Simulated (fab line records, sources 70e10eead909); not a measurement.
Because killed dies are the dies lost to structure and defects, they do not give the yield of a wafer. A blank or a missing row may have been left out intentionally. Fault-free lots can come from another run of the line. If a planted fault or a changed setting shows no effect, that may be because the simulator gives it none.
Chamber matching | flow nandHarc | NHARC_A_WL_FILL_ALD_02 on aldMetal-01: 4 sister chambers
The step deposits TiN, target thk 2 nm, pulse time 3 s, ald cycles 100. 4 wafers are shown with their chamber, then 7 later ones without.

== WAFERS WITH THEIR CHAMBER ==
wafer  | chamber | heaterPowerW (W)
L080.2 | 1       | 1140
L080.5 | 2       | 988
L080.6 | 3       | 1198
L089.5 | 0       | 951

== WAFERS MISSING THEIR CHAMBER ==
wafer  | heaterPowerW (W)
L089.6 | 1166
L092.1 | 999
L092.4 | 1104
L092.5 | 946
L097.2 | 972
L097.3 | 1183
L097.4 | 1118

== WHICH CHAMBER EACH ONE RAN IN ==
wafer  | from the rows above     | in truth
L089.6 | can't be placed: 1 or 3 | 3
L092.1 | can't be placed: 2 or 0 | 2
L092.4 | 1                       | 1
L092.5 | can't be placed: 0 or 2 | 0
L097.2 | can't be placed: 2 or 0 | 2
L097.3 | can't be placed: 3 or 1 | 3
L097.4 | 1                       | 1
Correct placement for 2 of the 7. Unplaceable from these rows: 5, with the true chamber sitting among the candidates in 5. 0 placed wrongly.
How it was worked out, from the rows above alone: a wafer's distance from a chamber is the root of the sum, over the readings, of the square of ((its reading less the chamber's mean) divided by the reading's scatter). The wafer belongs to the nearest chamber; if the next one is less than 2 further off, it can't be placed. A chamber's mean is the mean of its shown wafers. The scatter: with one shown wafer a chamber, the root of the mean of the squares of how far each hidden wafer lies from its nearest shown one.
